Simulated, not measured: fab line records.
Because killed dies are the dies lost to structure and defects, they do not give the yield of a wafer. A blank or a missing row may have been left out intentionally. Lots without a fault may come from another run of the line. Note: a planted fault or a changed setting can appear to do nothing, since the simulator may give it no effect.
fab line records	flow n5-finfet
record: lots: 5	wafers: 13	last-day: 17
route steps=1938 shown STI_FIN_REVEAL@184 BEOL_M4@1111 PASSIVATION@1936
lots untouched by any fault: they come from a run of this same line in which no faults occurred
start-h: hours from the record's opening day to when the first of the lot's shown wafers began	wait-h: hours elapsed since this lot's preceding step	" the same as in the row above	L1.1+2: a single row standing in for several wafers	- either no value or no given start	* or withheld: withheld	< > ~ a bound
route shown NAME@n: NAME is a module with steps in the file, n the number in the route of the first one	usual: mean/standard deviation taken from wafers without a fault	same: alike in all rows	chamber/n: place in a boat	sites: the reading at each site	_std_site: standard deviation of those values	_edge_site: inner sites' mean taken away from outer sites' mean	radius-mm: how far each site lies from the wafer's centre	mask NAME#n: copy n	behind: the tool/chamber that last shaped the wafer	hold: why the lot was held/for how many hours/how that ended	device: which transistor (n, p or np) failed to switch	end of line: tests run on the same wafers once the route is complete	for a step that has no rows: nothing shown but its recipe	killed: at the first sort, the dies lost to defects and structure; wafer yield is something else	map: a wafer's dies, x killed, . not, _ none there
set.NAME: the setting that was run; set.NAME@STEP: the one run at that earlier step	model.NAME: the simulator's own value behind a step, which no gauge read
lots at some steps of the route; a table a step, a row a wafer
services: from which hour (start-h, from the record's first day; less than 0 if before it) a tool's chamber was out of use, for how many hours, and why
== steps ==
step: N5_STI_FIN_REVEAL_ALD_14
recipe: material: Si3N4	target-thk-a: 30	temp-c: 400	ald-precursor-family: SiH2I2	ald-co-reactant: N2/H2-plasma	pressure-torr: 2
step: N5_STI_FIN_REVEAL_FCVD_FILL_01
recipe: material: SiO2_flowable	target-thk-a: 3120	temp-c: 100	pressure-torr: 0.8	rf-w: 2000	time-s: 512.2
step: N5_STI_FIN_REVEAL_DENSIFY_02
recipe: temp-c: 650	ambient: steam	time-s: 1800	idle-temp-c: 400	densification-p-h2o-torr: 640
step: N5_STI_FIN_REVEAL_CMP_04
recipe: stop-on: Si3N4	t-overpolish-s: 4	down-force-psi: 2	platen-rpm: 54.18	post-cmp-clean: alkaline-brush	pad-velocity-m-s: 1.078	target-thk-nm: 131.83
usual: motor-current-A: 8.2/0.67	overpolish-run-s: 3.999/0.009	time-to-endpoint-s: 103/6.3
lot.wafer	tool	chamber	start-h	wait-h	motor-current-A	overpolish-run-s	time-to-endpoint-s
L471.3	cmp-02	0	47.47	0.0	8.8	4.007	117
L471.5	"	1	"	"	8.4	4.009	116
L472.4	cmp-02	1	54.49	0.1	8.2	3.994	116
L472.5	"	3	"	"	7.5	3.996	105
L480.3	cmp-01	1	103.50	0.1	7.7	3.994	99
L480.4	"	0	"	"	9.8	3.997	93
L480.5	"	1	"	"	8.0	4.000	101
L487.4	cmp-02	2	141.46	0.1	8.9	3.983	101
L487.6	"	0	"	"	8.4	3.998	103
L487.5	"	1	"	"	7.8	3.998	109
L492.2	cmp-01	2	170.62	0.0	7.4	3.999	96
L492.4	"	1	"	"	7.9	4.002	100
L492.5	"	2	"	"	6.7	4.000	93
step: N5_STI_FIN_REVEAL_THK_MEAS_05
usual: thk-nm: 131.9/1.4
lot.wafer	tool	chamber	start-h	wait-h	thk-nm
L471.3	film-metro-02	-	47.77	-	133.4
L471.5	"	-	"	"	133.5
L472.4	film-metro-02	-	54.67	-	137.8
L472.5	"	-	"	"	132.7
L480.3	film-metro-01	-	103.79	-	132.2
L480.4	"	-	"	"	128.7
L480.5	"	-	"	"	130.3
L487.4	film-metro-02	-	141.68	-	131.4
L487.5	"	-	"	"	133.4
L487.6	"	-	"	"	131.9
L492.2	film-metro-02	-	170.92	-	131.8
L492.4	"	-	"	"	132.7
L492.5	"	-	"	"	131.5
step: N5_STI_FIN_REVEAL_DENSIFY_30
recipe: temp-c: *	time-s: *	ambient: N2	idle-temp-c: 600	ramp-up-c-per-s: 150	ramp-down-c-per-s: 60	cool-to-c: 600
step: N5_STI_FIN_REVEAL_ETCHBACK_08
recipe: chemistry: C4F6/O2	target: SiO2	target-depth-a: 305	time-s: 10.167	ion-energy-ev: 250	pressure-mtorr: 30	source-w: 345	bias-w: 185	Ar_flow_sccm: 300	C4F6_flow_sccm: 10	O2_flow_sccm: 10
usual: drypump-motor-current-A: 5.7/0.43	oes-product-au: 0.75/0.06	rf-fwd-power-W: 340.6/2	rf-vpp-V: 673/31	showerhead-plenum-p-Torr: 2.89/0.079	throttle-valve-pct: 21.19/0.25
lot.wafer	tool	chamber	start-h	wait-h	drypump-motor-current-A	oes-product-au	rf-fwd-power-W	rf-hours-counter-h	rf-vpp-V	showerhead-plenum-p-Torr	throttle-valve-pct
L471.3	rie-diel-06	2	48.11	0.2	6.0	0.80	340.2	131	664	2.97	20.69
L471.5	"	0	"	"	5.7	0.81	343.4	-	715	2.89	20.93
L472.4	rie-diel-04	0	54.97	0.1	5.9	0.68	339.7	237	644	2.81	21.15
L472.5	"	3	"	"	5.4	0.70	339.1	-	663	2.84	21.33
L480.3	rie-diel-06	3	104.05	0.1	5.8	0.77	343.7	163	697	2.86	21.43
L480.4	"	1	"	"	6.1	0.69	340.5	-	694	2.84	21.19
L480.5	"	3	"	"	5.8	0.77	342.3	-	698	2.86	21.43
L487.4	rie-diel-04	3	141.96	0.1	5.4	0.67	336.8	-	664	2.82	21.38
L487.5	"	1	"	"	5.1	0.70	338.0	-	648	2.93	21.48
L487.6	"	2	"	"	4.8	0.69	339.3	-	686	2.92	21.50
L492.2	rie-diel-04	0	171.30	0.2	5.9	0.96	341.6	9	644	2.80	20.87
L492.4	"	0	"	"	5.9	0.96	341.4	-	645	2.80	20.90
L492.5	"	2	"	"	4.8	0.68	339.0	-	686	2.91	21.52
step: N5_STI_FIN_REVEAL_STRIP_24
recipe: chemistry: N2/H2	time-s: 90	power-w: 100	temp-c: 40	pressure-mtorr: 100	rf-frequency-hz: 6e+07	bias-power-w: 3	n2-flow-sccm: 300	h2-flow-sccm: 300
usual: drypump-motor-current-A: 5.7/0.43	oes-product-au: 0.75/0.058	rf-vpp-V: 45.3/0.9	showerhead-plenum-p-Torr: 3.42/0.096	throttle-valve-pct: 12.27/0.23
lot.wafer	tool	chamber	start-h	wait-h	drypump-motor-current-A	oes-product-au	rf-hours-counter-h	rf-vpp-V	showerhead-plenum-p-Torr	throttle-valve-pct
L471.3	rie-diel-06	2	48.15	0.0	6.1	0.78	131	46.1	3.57	11.99
L471.5	"	0	"	"	5.7	0.82	-	45.0	3.42	11.96
L472.4	rie-diel-04	0	55.00	0.0	6.0	0.69	237	43.9	3.35	12.53
L472.5	"	3	"	"	5.4	0.71	-	44.9	3.32	12.23
L480.3	rie-diel-06	3	104.09	0.0	5.8	0.76	163	43.7	3.37	12.38
L480.4	"	1	"	"	6.2	0.70	-	45.7	3.32	12.22
L480.5	"	3	"	"	5.8	0.77	-	44.9	3.37	12.37
L487.4	rie-diel-04	3	142.02	0.0	5.4	0.69	-	43.0	3.30	12.33
L487.5	"	1	"	"	5.1	0.68	-	46.9	3.46	12.55
L487.6	"	2	"	"	4.8	0.69	-	45.9	3.47	12.62
L492.2	rie-diel-04	0	171.33	0.0	5.9	0.94	9	44.2	3.34	11.95
L492.4	"	0	"	"	6.0	0.95	-	44.4	3.34	11.95
L492.5	"	2	"	"	4.8	0.69	-	46.4	3.46	12.66
step: N5_STI_FIN_REVEAL_PRECLEAN_25
recipe: chemistry: SPM	time-s: 90	temp-c: 120	mix: 4:1
step: N5_STI_FIN_REVEAL_PRECLEAN_26
recipe: chemistry: SC1	time-s: 45	temp-c: 46	mix: 1:2:100
step: N5_STI_FIN_REVEAL_PRECLEAN_29
recipe: chemistry: DHF	time-s: 30	temp-c: 25	dilution: 300:1
step: N5_STI_FIN_REVEAL_SRD_12
recipe: time-s: 30	temp-c: 23	rinse-liquid: diw	dry: ipa-marangoni
step: N5_STI_FIN_REVEAL_RECESS_09
recipe: chemistry: HF/NH3	target: SiO2	afs-cycles: 11	target-depth-a: 425	temp-c: 30	sublimation-temp-c: 180	sublimation-time-s: 60
usual: drypump-motor-current-A: 5.70/0.093	sublimation-temp-c: 179.98/0.16
same: afs-cycles: 11
lot.wafer	tool	chamber	start-h	wait-h	drypump-motor-current-A	sublimation-temp-c
L471.3	vapor-etch-02	0	48.89	0.6	5.59	179.80
L471.5	"	0	"	"	5.62	179.91
L472.4	vapor-etch-01	1	55.75	0.6	5.70	179.99
L472.5	"	1	"	"	5.72	180.00
L480.3	vapor-etch-02	0	104.83	0.6	5.57	179.88
L480.4	"	1	"	"	5.71	179.82
L480.5	"	0	"	"	5.57	179.99
L487.4	vapor-etch-01	1	142.72	0.6	5.73	180.30
L487.5	"	1	"	"	5.75	180.24
L487.6	"	0	"	"	5.82	180.06
L492.2	vapor-etch-01	0	171.55	0.0	5.82	179.94
L492.4	"	1	"	"	5.73	180.00
L492.5	"	0	"	"	5.87	179.92
step: N5_STI_FIN_REVEAL_STRIP_16
recipe: chemistry: H3PO4	material: SiNx	temp-c: 165	target-depth-a: 238	overetch-fraction: 0.4964	dry: ipa-marangoni
step: N5_STI_FIN_REVEAL_PRECLEAN_17
recipe: chemistry: NF3:NH3	afs-cycles: 1	temp-c: 30	time-s: 20	sublimation-temp-c: 180	sublimation-time-s: 60	pressure-torr: 3	rf-power-w: 30
step: N5_STI_FIN_REVEAL_ETCH_34
recipe: chemistry: H2	mode: isotropic	material: Si	target: Si	target-depth-a: 9.7	temp-c: 20	pressure-mtorr: 4.5	icp-w: 300	bias-w: 0	h2-flow-sccm: 7.5	he-flow-sccm: 142.5
usual: drypump-motor-current-A: 5.8/0.49	oes-product-au: 1.010/0.018	rf-fwd-power-W: 296.6/1.1	throttle-valve-pct: 25.9/0.62
lot.wafer	tool	chamber	start-h	wait-h	drypump-motor-current-A	oes-product-au	rf-fwd-power-W	rf-hours-counter-h	throttle-valve-pct
L471.3	rie-si-05	0	50.45	0.1	5.4	1.013	296.5	174	26.3
L471.5	"	0	"	"	5.4	1.005	295.8	-	26.3
L472.4	rie-si-03	2	57.31	0.1	6.5	1.023	298.6	44	26.3
L472.5	"	1	"	"	6.0	1.004	296.2	-	25.3
L480.3	rie-si-05	1	106.40	0.1	5.8	1.008	296.1	38	25.1
L480.4	"	3	"	"	5.3	1.013	298.2	132	26.9
L480.5	"	3	"	"	5.3	1.010	297.9	-	26.9
L487.4	rie-si-05	1	144.32	0.1	5.9	1.009	294.5	39	25.1
L487.5	"	2	"	"	6.6	0.995	296.5	-	25.3
L487.6	"	1	"	"	5.8	1.012	295.8	-	25.1
L492.2	rie-si-04	1	173.64	0.1	5.2	1.015	296.5	44	25.1
L492.4	"	2	"	"	5.2	0.982	296.3	2	26.1
L492.5	"	2	"	"	5.2	0.985	294.5	-	26.1
step: N5_STI_FIN_REVEAL_OXIDATION_31
recipe: chemistry: O2_PLASMA_REMOTE	temp-c: 150	time-s: 20	pressure-mtorr: 1000	source-power-w: 2000	o2-flow-sccm: 3000
usual: drypump-motor-current-A: 5.52/0.28	heater-power-w: 143/8.9	rf-fwd-power-W: 1976/7.3
lot.wafer	tool	chamber	start-h	wait-h	drypump-motor-current-A	heater-power-w	rf-fwd-power-W	rf-hours-counter-h
L471.3	plasma-asher-02	0	50.53	0.1	5.56	138	1982	-
L471.5	"	0	"	"	5.58	138	1974	-
L472.4	plasma-asher-01	1	57.39	0.1	5.95	151	1978	-
L472.5	"	1	"	"	5.94	151	1972	-
L480.3	plasma-asher-01	0	106.48	0.1	5.17	145	1984	-
L480.4	"	1	"	"	5.95	154	1970	-
L480.5	"	0	"	"	5.18	149	1994	-
L487.4	plasma-asher-01	0	144.40	0.1	5.19	148	1989	-
L487.5	"	1	"	"	5.93	153	1970	-
L487.6	"	0	"	"	5.19	151	1981	-
L492.2	plasma-asher-01	1	173.70	0.0	5.96	155	1969	53
L492.4	"	1	"	"	5.94	151	1974	-
L492.5	"	1	"	"	5.95	156	1977	-
step: N5_STI_FIN_REVEAL_PRECLEAN_32
recipe: chemistry: NF3:NH3	afs-cycles: 1	temp-c: 30	time-s: 20	sublimation-temp-c: 180	sublimation-time-s: 60	pressure-torr: 3	rf-power-w: 30
step: N5_STI_FIN_REVEAL_STRIP_35
recipe: chemistry: H3PO4	material: Si3N4	temp-c: 165	target-depth-a: 40	time-s: 39
step: N5_STI_FIN_REVEAL_SRD_21
recipe: dry: ipa-marangoni	time-s: 30	temp-c: 23	rinse-liquid: diw
step: N5_STI_FIN_REVEAL_OXIDATION_33
recipe: chemistry: O2_PLASMA_REMOTE	temp-c: 150	time-s: 20	pressure-mtorr: 1000	source-power-w: 2000	o2-flow-sccm: 3000
step: N5_STI_FIN_REVEAL_CLEAN_19
recipe: chemistry: O3/DIW	temp-c: 25	time-s: 120	o3-ppm: 10
step: N5_STI_FIN_REVEAL_SRD_23
recipe: dry: ipa-marangoni	time-s: 30	temp-c: 23	rinse-liquid: diw
step: N5_STI_FIN_REVEAL_CD_MEAS_22
recipe: target-cd-nm: 6.238	pitch-nm: 28	polarity: line
usual: cd-nm: 6.30/0.28
lot.wafer	tool	chamber	start-h	wait-h	cd-nm
L471.3	cd-sem-02	-	51.12	0.0	6.01
L471.5	"	-	"	"	6.17
L472.4	cd-sem-01	-	57.89	0.0	6.27
L472.5	"	-	"	"	6.59
L480.3	cd-sem-01	-	106.97	0.0	6.76
L480.4	"	-	"	"	6.40
L480.5	"	-	"	"	6.21
L487.4	cd-sem-03	-	144.90	0.0	6.48
L487.5	"	-	"	"	6.46
L487.6	"	-	"	"	6.70
L492.2	cd-sem-02	-	174.21	0.0	6.21
L492.4	"	-	"	"	6.05
L492.5	"	-	"	"	6.17
step: N5_STI_FIN_REVEAL_FIN_H_MEAS_10
usual: trench-depth-nm: 51.7/1.1
lot.wafer	tool	chamber	start-h	wait-h	trench-depth-nm
L471.3	ocd-01	-	51.15	0.0	52.0
L471.5	"	-	"	"	50.8
L472.4	ocd-01	-	57.93	0.0	50.6
L472.5	"	-	"	"	50.2
L480.3	ocd-02	-	107.00	0.0	52.8
L480.4	"	-	"	"	50.0
L480.5	"	-	"	"	55.7
L487.4	ocd-01	-	144.93	0.0	50.3
L487.5	"	-	"	"	51.2
L487.6	"	-	"	"	51.5
L492.2	ocd-02	-	174.24	0.0	53.2
L492.4	"	-	"	"	53.7
L492.5	"	-	"	"	51.6
step: N5_STI_FIN_REVEAL_PRECLEAN_18
recipe: chemistry: SC2	time-s: 45	temp-c: 35	mix: 1:1:50
step: N5_BEOL_M4_RC_MEAS_101
usual: DIBL_N: 37.5/2	DIBL_P: 37.5/2.5	IOFF_N: 0.18/0.042	IOFF_P: 0.24/0.046	ION_N: 677/15	ION_P: 464/9.5	SS_N: 72.0/0.76	SS_P: 73.6/0.79	VT_N: 249/3.5	VT_P: -249/3.2
lot.wafer	tool	chamber	start-h	wait-h	DIBL_N[mV/V]	DIBL_P[mV/V]	IOFF_N[nA/um]	IOFF_P[nA/um]	ION_N[uA/um]	ION_P[uA/um]	SS_N[mV/dec]	SS_P[mV/dec]	VT_N[mV]	VT_P[mV]
L471.3	prober-01	0	173.87	0.3	35.2	35.4	0.14	0.19	675	468	71.8	73.5	253	-253
L471.5	"	0	"	"	32.2	31.5	0.10	0.14	653	448	70.7	71.8	257	-257
L472.4	prober-01	0	181.62	0.5	36.7	37.3	0.16	0.19	664	450	72.0	73.3	253	-253
L472.5	"	0	"	"	36.8	36.0	0.19	0.18	656	448	73.0	73.4	250	-256
L480.3	prober-01	0	228.52	0.3	37.1	39.9	0.19	0.23	687	469	72.2	73.7	250	-249
L480.4	"	0	"	"	36.6	39.2	0.17	0.24	644	444	72.4	75.0	255	-252
L480.5	"	0	"	"	37.8	40.3	0.20	0.24	722	489	72.4	74.6	246	-250
L487.4	prober-01	0	274.13	0.5	40.1	39.0	0.21	0.26	674	465	72.5	73.9	246	-244
L487.5	"	0	"	"	40.2	38.9	0.20	0.27	671	464	72.6	74.6	248	-246
L487.6	"	0	"	"	38.5	38.0	0.18	0.27	680	470	72.1	73.4	248	-247
L492.2	prober-02	0	307.21	0.2	38.2	38.8	0.21	0.24	712	479	72.3	73.4	244	-250
L492.4	"	0	"	"	34.5	35.0	0.14	0.19	678	470	70.9	72.2	249	-250
L492.5	"	0	"	"	39.4	39.4	0.23	0.24	684	466	73.2	74.1	246	-249
step: N5_PASSIVATION_PROBE_49
usual: defect-limited-yield: 91.8/1.5	killed_at_M0_to_M3: 33/11	killed_at_M4_up: 13/5	killed-at-contacts: 11/5.6	killed-at-front-end: 36/12	killed-at-other: 3.4/2.5	killed-dies: 97/18	killed-open: 64/13	killed-short: 31/6.9	sort_bin_5_function: 4.8/1	sort_bin_6_memory: 3.1/0.64	sort-n-pass: 1083/18	sort-yield-pct: 91.8/1.5
same: gross-dies: 1180	killed-at-back-side: 0	sort_bin_4_leakage[%]: 0	sort_bin_8_speed[%]: 0
lot.wafer	tool	chamber	start-h	wait-h	defect-limited-yield[%]	killed_at_M0_to_M3	killed_at_M4_up	killed-at-contacts	killed-at-front-end	killed-at-other	killed-dies	killed-open	killed-short	sort_bin_5_function[%]	sort_bin_6_memory[%]	sort-n-pass	sort-yield-pct[%]
L472.4	prober-01	-	286.25	0.2	89.1	60	22	13	31	3	129	100	29	6.7	4.0	1051	89.1
L472.5	prober-01	-	286.30	0.2	93.2	18	14	16	28	4	80	55	25	4.2	2.1	1100	93.2
L480.3	prober-01	-	327.84	0.4	89.0	42	27	6	47	8	130	87	42	6.9	3.7	1050	89.0
L492.2	prober-01	-	409.50	0.1	92.1	29	14	9	30	11	93	60	32	5.0	2.7	1087	92.1
L492.4	prober-01	-	409.60	0.2	92.4	32	15	12	25	6	90	70	20	4.5	3.1	1090	92.4
L492.5	prober-01	-	409.65	0.2	91.8	44	10	8	32	3	97	63	34	4.5	3.6	1083	91.8
killed by level:class
L472.4 BEOL_M0_SAQP:geometric-particle:open=20 BEOL_M4:geometric-particle:open=16 BEOL_M3:geometric-particle:open=14 FIN_SAQP:geometric-particle:open=13 BEOL_M0_SAQP:geometric-particle:short=12 MOL_CONTACT_COAG:geometric-particle:open=8 STI_FIN_REVEAL:geometric-particle:open=7 MOL_CONTACT_COAG:geometric-particle:short=5
L472.5 MOL_CONTACT_COAG:geometric-particle:open=11 FIN_SAQP:geometric-particle:open=8 BEOL_M3:geometric-particle:open=8 BEOL_M4:geometric-particle:open=8 MOL_CONTACT_COAG:geometric-particle:short=5 STARTING-WAFER:geometric-particle:short=5 GATE_CUT:geometric-particle:short=4 STI_FIN_REVEAL:geometric-particle:open=3
L480.3 BEOL_M3:geometric-particle:open=11 FIN_SAQP:geometric-particle:short=9 FIN_SAQP:geometric-particle:open=9 STI_FIN_REVEAL:geometric-particle:open=9 BEOL_M1:geometric-particle:open=8 BEOL_M0_SAQP:geometric-particle:open=7 BEOL_M4:geometric-particle:open=7 MOL_CONTACT_COAG:geometric-particle:open=5
L492.2 FIN_SAQP:geometric-particle:short=9 MOL_CONTACT_COAG:geometric-particle:open=7 BEOL_M0_SAQP:geometric-particle:short=7 BEOL_M2:geometric-particle:open=7 BEOL_M0_SAQP:geometric-particle:open=6 FIN_SAQP:geometric-particle:open=5 BEOL_M4:geometric-particle:open=5 BEOL_M5:geometric-particle:open=5
L492.4 MOL_CONTACT_COAG:geometric-particle:open=10 BEOL_M2:geometric-particle:open=10 FIN_SAQP:geometric-particle:open=6 BEOL_M5:geometric-particle:open=6 BEOL_M0_SAQP:geometric-particle:short=6 BEOL_M3:geometric-particle:open=5 STI_FIN_REVEAL:geometric-particle:open=4 BEOL_M0_SAQP:geometric-particle:open=4
L492.5 BEOL_M3:geometric-particle:open=13 BEOL_M0_SAQP:geometric-particle:short=9 FIN_SAQP:geometric-particle:open=8 FIN_SAQP:geometric-particle:short=8 MOL_CONTACT_COAG:geometric-particle:open=7 BEOL_M0_SAQP:geometric-particle:open=7 DUMMY_GATE:geometric-particle:open=5 BEOL_M2:geometric-particle:open=5
== services ==
tool	chamber	start-h	hours	kind
rie-diel-04	0	55.45	12.6	repair
rie-si-05	3	73.03	3.9	repair
rie-diel-06	1	80.31	8.1	repair
rie-si-05	1	80.74	5.6	repair
cmp-02	-	81.43	4.0	pm
rie-diel-06	0	81.71	7.0	repair
rie-diel-06	3	86.99	2.4	repair
rie-diel-06	2	88.53	27.7	repair
rie-si-03	3	109.99	30.1	repair
plasma-asher-01	-	109.99	14.6	pm
rie-diel-04	0	110.81	-	clean
rie-diel-04	0	110.81	-	consumable-replace:focus-ring
rie-diel-04	0	110.81	37.8	scheduled-down
rie-diel-04	0	110.81	37.8	vent-cycle
rie-si-05	2	112.34	13.8	repair
cmp-02	-	118.62	3.4	pm
rie-si-04	2	124.03	6.9	repair
rie-si-05	2	128.32	15.2	repair
cmp-01	-	144.82	1.6	repair
rie-diel-04	3	148.63	-	clean
rie-diel-04	3	148.63	-	consumable-replace:focus-ring
rie-si-04	1	155.04	2.6	repair
cmp-01	-	171.34	4.0	pm
vapor-etch-01	-	173.14	15.6	pm
== key ==
first-sign: step: N5_STI_FIN_REVEAL_FIN_H_MEAS_10	reading: trench-depth-nm	direction: up	sigmas: 3.8	usual: 51.7	struck: 55.7
effect none on later readings
met-at N5_STI_FIN_REVEAL_RECESS_09
struck-wafers L480.5
onset-between 48.89 104.83
fault: kind: process-parameter-drift	tool: vapor-etch-02	chamber: -	onset-h: 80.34	steps: N5_STI_FIN_REVEAL_RECESS_09	channel: target-depth-a	offset: 27.525	shape: step	end-h: 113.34	scope: struck-wafers-only	acts-in: these-recipes-only	stated: 425
